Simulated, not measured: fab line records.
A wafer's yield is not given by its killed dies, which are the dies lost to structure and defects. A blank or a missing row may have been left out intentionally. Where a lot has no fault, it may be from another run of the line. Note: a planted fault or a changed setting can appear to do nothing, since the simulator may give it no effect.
Chamber matching :: flow nandHarc :: NHARC_A_SGD_CUT_DEP_00 on pecvd-02 has 3 sister chambers
The step deposits SiNx, target thk 50 nm. 6 wafers are shown with their chamber, then 10 later ones without.

WAFERS PAIRED WITH THEIR CHAMBERS
wafer: L082.4
chamber: 0
heaterPowerW (W): 731

wafer: L086.1
chamber: 1
heaterPowerW (W): 818

wafer: L086.3
chamber: 0
heaterPowerW (W): 758

wafer: L086.6
chamber: 2
heaterPowerW (W): 795

wafer: L089.1
chamber: 2
heaterPowerW (W): 796

wafer: L089.2
chamber: 1
heaterPowerW (W): 825

WAFERS MISSING THEIR CHAMBER
wafer: L089.5
heaterPowerW (W): 809

wafer: L091.1
heaterPowerW (W): 757

wafer: L091.5
heaterPowerW (W): 777

wafer: L091.6
heaterPowerW (W): 849

wafer: L095.1
heaterPowerW (W): 701

wafer: L095.2
heaterPowerW (W): 776

wafer: L095.3
heaterPowerW (W): 866

wafer: L095.4
heaterPowerW (W): 772

wafer: L095.5
heaterPowerW (W): 693

wafer: L095.6
heaterPowerW (W): 707

WHICH CHAMBER EACH ONE RAN IN
wafer: L089.5
from the rows above: can't be placed: 1 or 2
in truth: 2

wafer: L091.1
from the rows above: 0
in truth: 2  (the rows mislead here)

wafer: L091.5
from the rows above: can't be placed: 2 or 0
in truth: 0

wafer: L091.6
from the rows above: 1
in truth: 1

wafer: L095.1
from the rows above: 0
in truth: 0

wafer: L095.2
from the rows above: can't be placed: 2 or 0
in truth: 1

wafer: L095.3
from the rows above: 1
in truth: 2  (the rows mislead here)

wafer: L095.4
from the rows above: can't be placed: 2 or 0
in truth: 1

wafer: L095.5
from the rows above: 0
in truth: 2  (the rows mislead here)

wafer: L095.6
from the rows above: 0
in truth: 0
Placed correctly: 3 of 10. Cannot be placed on the basis of these rows: 4; the candidates contain the true chamber in 2. Placed wrongly: 3.
How it was worked out, from the rows above alone: a wafer's distance from a chamber is the root of the sum, over the readings, of the square of ((its reading less the chamber's mean) divided by the reading's scatter). The wafer belongs to the nearest chamber; if the next one is less than 2 further off, it can't be placed. The mean given for a chamber averages the wafers shown for that chamber. How the scatter is found: for the shown wafers, subtract from each reading the mean of its chamber, square and add these, divide the total by (wafers less chambers), then take the root.
